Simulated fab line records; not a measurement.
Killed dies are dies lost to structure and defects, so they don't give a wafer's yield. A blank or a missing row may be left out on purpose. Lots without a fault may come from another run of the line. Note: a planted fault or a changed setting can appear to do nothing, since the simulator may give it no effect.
Comparing a struck lot with a sound one -- flow n5_finfet -- 28 steps out of a route of 1938
Sound: these wafers, L561.1, L561.2, L561.3. Wafers struck: L580.1, L580.3, L580.4. The cause comes at the end.
For every step that has rows: the tool of each side, followed by ch and its chambers, followed by its first start. Under that, the readings that differ: sound wafers -- struck wafers -- difference of the means -- sigmas: that difference in standard deviations of wafers without a fault.
alike: readings with means less than 2 such deviations apart, plus words and numbers identical on both sides. not compared: withheld readings, readings lacking a value on some wafer, bounds such as >300 that could conceal the same value, and numbers that have no deviation in the record and whose values overlap.
Wherever a step has rows on one side only, a row that says differs or no value, or a row with sigmas, the two part there. Numbers that don't overlap but have no deviation are shown without sigmas and don't part them. A reading missing from all wafers of one side parts the sides only when that side holds two or more wafers.

first, 10 steps without rows for these wafers: N5_BEOL_M8_CURE_75 (cures SiCOH lowk, time 120 s); N5_BEOL_M8_DEGAS_44 (time 60 s); N5_BEOL_M8_PRE_CLEAN_45 (time 30 s); N5_BEOL_M8_ALD_77 (deposits TaN, target thk 2 nm, pulse time 2 s, purge time 3 s); N5_BEOL_M8_SURFACE_TREAT_79; N5_BEOL_M8_CVD_78 (deposits Co from CCTBA/H2, target thk 2 nm, time 142.3 s); N5_BEOL_M8_SPUTTER_48 (material Cu, target thk 10 nm, time 1.667 s); N5_BEOL_M8_ECD_50 (material Cu, target thk 300 nm); N5_BEOL_M8_ANNEAL_51 (time 90 s); N5_BEOL_M8_CMP_52 (polishes, stops on SiCOH lowk, t overpolish 6.9 s, target thk 80 nm).
N5_BEOL_M8_PRE_CLEAN_55: time 15 s.
  sound on pecvd-03 ch 0,1,2, day 10 11:30; struck on pecvd-01 ch 0,2, day 15 04:14
then, 1 step without rows for these wafers: N5_BEOL_M8_DEP_56 (deposits SiCN from 3MS/NH3, target thk 10 nm, time 17.5 s).
N5_BEOL_M8_INSPECT_58: inspects for defects (darkfield).
  sound: defect_inspect-02 at day 10 11:37; struck: defect_inspect-01 at day 15 04:23
reading,sound,struck,difference,sigmas
raw_defect_count,102 71 56,1221 1233 1190,+1138,+47
then, 12 steps without rows for these wafers: N5_BEOL_M9_ILD_DEP_00 (deposits SiCOH lowk from DEMS/porogen, target thk 308.51 nm, time 58 s); N5_BEOL_M9_CURE_71 (cures SiCOH lowk, time 240 s); N5_BEOL_M9_PECVD_70 (deposits SiO2 from TEOS/O2, target thk 20 nm, time 22.7 s); N5_BEOL_M9_HM_DEP_02 (deposits TiN, target thk 20 nm); N5_BEOL_M9_COAT_59 (time 60 s, resist thk 100 nm); N5_BEOL_M9_COAT_60 (time 60 s, resist thk 30 nm); N5_BEOL_M9_COAT_05 (resist thk 90 nm); N5_BEOL_M9_EBR_07; N5_BEOL_M9_SOFTBAKE_06 (time 60 s); N5_BEOL_M9_EXPOSE_08 (exposes mask M9); N5_BEOL_M9_PEB_09 (peb time 60 s); N5_BEOL_M9_DEVELOP_10 (develop time 30 s).
N5_BEOL_M9_INSPECT_13: inspects for defects (brightfield).
  sound: defect_inspect-01 at day 10 13:24; struck: defect_inspect-01 at day 15 08:55
reading,sound,struck,difference,sigmas
raw_defect_count,528 366 332,1493 1508 1552,+1109,+14
then, 1 step without rows for these wafers: N5_BEOL_M9_DESCUM_16 (chemistry O2, time 7.9 s).
-- here the record skips 3 days between the struck wafers' starts before and after, leaving off in module BEOL_M9 and picking up in module PASSIVATION (first step shown: number 1936 of the route) --
N5_PASSIVATION_PROBE_49:
  the record has rows for the struck wafers here (prober-01, day 18 05:24) and none for the sound ones

WHERE THEY PART
At N5_BEOL_M8_INSPECT_58 first; at N5_PASSIVATION_PROBE_49 last (within this record only).

WHY: what had been put in by the simulator
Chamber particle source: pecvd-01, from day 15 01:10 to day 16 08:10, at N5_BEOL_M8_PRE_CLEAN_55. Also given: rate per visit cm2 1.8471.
